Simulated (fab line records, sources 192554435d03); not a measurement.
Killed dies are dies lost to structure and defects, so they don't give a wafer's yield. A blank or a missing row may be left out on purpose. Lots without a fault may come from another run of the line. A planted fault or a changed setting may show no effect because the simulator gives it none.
Split-lot experiment | flow n5_finfet | 7 lots, 39 wafers read, on a route of 1938 steps

THE SPLIT
At N5_MOL_CONTACT_COAG_ALD_123 (deposits SiNx, target thk 5 nm, pulse time 1 s, purge time 2 s), the setting ald_cycles was moved away from the recipe's 100 on 15 of the 39 wafers read, by -58.0% to +35.0%. The other wafers ran this setting at the recipe's value.

FROM THE SPLIT TO THE READING: what the file shows between them, 4 steps
- N5_MOL_CONTACT_COAG_PECVD_31: deposits SiO2 from TEOS/O2, target thk 46 nm, time 8.9 s
- N5_MOL_CONTACT_COAG_COAT_75: time 60 s, resist thk 60 nm
- N5_MOL_CONTACT_COAG_STRIP_120: strips in CHF3
- N5_MOL_CONTACT_COAG_VIA_ETCH_117: etches SiO2 in C4F6/O2, target depth 40 nm, overetch 8 nm, time 26 s

THE READING
etch.depth_nm (the simulator's own value, which no gauge read), in nm, at N5_MOL_CONTACT_COAG_ETCH_124 (etches SiNx in CH3F/O2, stops on SiOC, target depth 6.5 nm). The file gives no usual value for it. The 24 wafers here that ran the recipe average 5.007 nm, standard deviation 0.014 nm.

wafer  | tool, chamber at the split | ald_cycles as run | against the recipe | etch.depth_nm, nm | against lot-mates on the recipe
L080.1 | ald_sin-02, 1,0            | 42                | -58.0%             | 2.128             | -2.875
L080.2 | ald_sin-02, 2              | 42                | -58.0%             | 2.096             | -2.907
L080.3 | ald_sin-02, 1,0            | 42                | -58.0%             | 2.109             | -2.894
L080.4 | ald_sin-02, 3,2,1          | 100               | recipe             | 5.01              | -
L080.5 | ald_sin-02, 3,2,1          | 100               | recipe             | 5.008             | -
L080.6 | ald_sin-02, 3,2,1          | 100               | recipe             | 4.992             | -
L082.1 | ald_sin-02, 3,0,3          | 100               | recipe             | 5.011             | -
L082.2 | ald_sin-02, 1,2,2          | 47                | -53.0%             | 2.338             | -2.675
L082.3 | ald_sin-02, 1,2,2          | 47                | -53.0%             | 2.356             | -2.657
L082.4 | ald_sin-02, 3,0,3          | 100               | recipe             | 5.012             | -
L082.5 | ald_sin-02, 1,2,2          | 47                | -53.0%             | 2.355             | -2.658
L082.6 | ald_sin-02, 3,0,3          | 100               | recipe             | 5.017             | -
L084.1 | ald_sin-01, 1,0,0          | 81                | -19.0%             | 4.042             | -0.958
L084.2 | ald_sin-01, 2,3,1          | 100               | recipe             | 5.01              | -
L084.3 | ald_sin-01, 2,3,1          | 100               | recipe             | 4.985             | -
L084.4 | ald_sin-01, 1,0,0          | 81                | -19.0%             | 4.051             | -0.949
L084.5 | ald_sin-01, 2,3,1          | 100               | recipe             | 5.006             | -
L084.6 | ald_sin-01, 1,0,0          | 81                | -19.0%             | 4.034             | -0.966
L086.1 | ald_sin-01, 3,0,3          | 100               | recipe             | 5.026             | -
L086.5 | ald_sin-01, 3,0,3          | 100               | recipe             | 5.005             | -
L086.6 | ald_sin-01, 3,0,3          | 100               | recipe             | 5.009             | -
L094.1 | ald_sin-02, 0,2,2          | 135               | +35.0%             | 6.449             | +1.453
L094.2 | ald_sin-02, 0,2,2          | 135               | +35.0%             | 6.456             | +1.460
L094.3 | ald_sin-02, 1,0,1          | 100               | recipe             | 4.988             | -
L094.4 | ald_sin-02, 0,2,2          | 135               | +35.0%             | 6.491             | +1.495
L094.5 | ald_sin-02, 1,0,1          | 100               | recipe             | 5.01              | -
L094.6 | ald_sin-02, 1,0,1          | 100               | recipe             | 4.99              | -
L095.1 | ald_sin-03, 1              | 134               | +34.0%             | 6.556             | +1.565
L095.2 | ald_sin-03, 0,3,2          | 100               | recipe             | 5.002             | -
L095.3 | ald_sin-03, 2              | 134               | +34.0%             | 6.442             | +1.451
L095.4 | ald_sin-03, 0,3,2          | 100               | recipe             | 4.984             | -
L095.5 | ald_sin-03, 0,3,2          | 100               | recipe             | 4.986             | -
L095.6 | ald_sin-03, 1              | 134               | +34.0%             | 6.463             | +1.472
L096.1 | ald_sin-01, 3,0,1,3,0,1    | 100               | recipe             | 5.011             | -
L096.2 | ald_sin-01, 3,0,1,3,0,1    | 100               | recipe             | 5.035             | -
L096.3 | ald_sin-01, 3,0,1,3,0,1    | 100               | recipe             | 5.03              | -
L096.4 | ald_sin-01, 3,0,1,3,0,1    | 100               | recipe             | 5.016             | -
L096.5 | ald_sin-01, 3,0,1,3,0,1    | 100               | recipe             | 5.026             | -
L096.6 | ald_sin-01, 3,0,1,3,0,1    | 100               | recipe             | 4.996             | -
Where a row lists several chambers, the file gives one row for several wafers and doesn't say which wafer went through which chamber.

THE FIT
A straight line over all 39 wafers: etch.depth_nm changes by +0.0477 nm for each +1% of ald_cycles; r = +1.00; the points scatter about the line by 0.076 nm.
The same after taking each lot's own level away (the mean of its wafers on the recipe; 39 wafers): +0.0478 nm for each +1%; r = +1.00; scatter 0.073 nm.
On that fit, the largest move of ald_cycles shifts the reading by 2.8 nm.
The lots' own levels span 4.9907 to 5.0190 nm, that is 2.0 times the standard deviation above.
So the lot-to-lot level changes the slope little: the two slopes agree.
Check: with one of the wafers moved furthest among these (-58.0%) left out of the fit, the line predicts -2.81 nm for it against its lot-mates. It came out at -2.88 nm against them.

THE WHOLE CHAIN: every reading that the file lists as answering this split, in the file's order
step                         | what it does                                                   | reading                                                                                  | change (the file's fit)                | r (the file's)
N5_MOL_CONTACT_COAG_ALD_123  | deposits SiNx, target thk 5 nm, pulse time 1 s, purge time 2 s | SiNx_of_MOL_CONTACT_COAG_ALD_123.thk_nm (the simulator's own value, which no gauge read) | +0.0497 nm for each +1% of the setting | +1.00
N5_MOL_CONTACT_COAG_ETCH_124 | etches SiNx in CH3F/O2, stops on SiOC, target depth 6.5 nm     | etch.depth_nm (the simulator's own value, which no gauge read)                           | +0.0482 nm for each +1% of the setting | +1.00

THE FILE'S OWN FIT
etch.depth_nm changes by +0.0482 nm for each +1% of ald_cycles, r = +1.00.
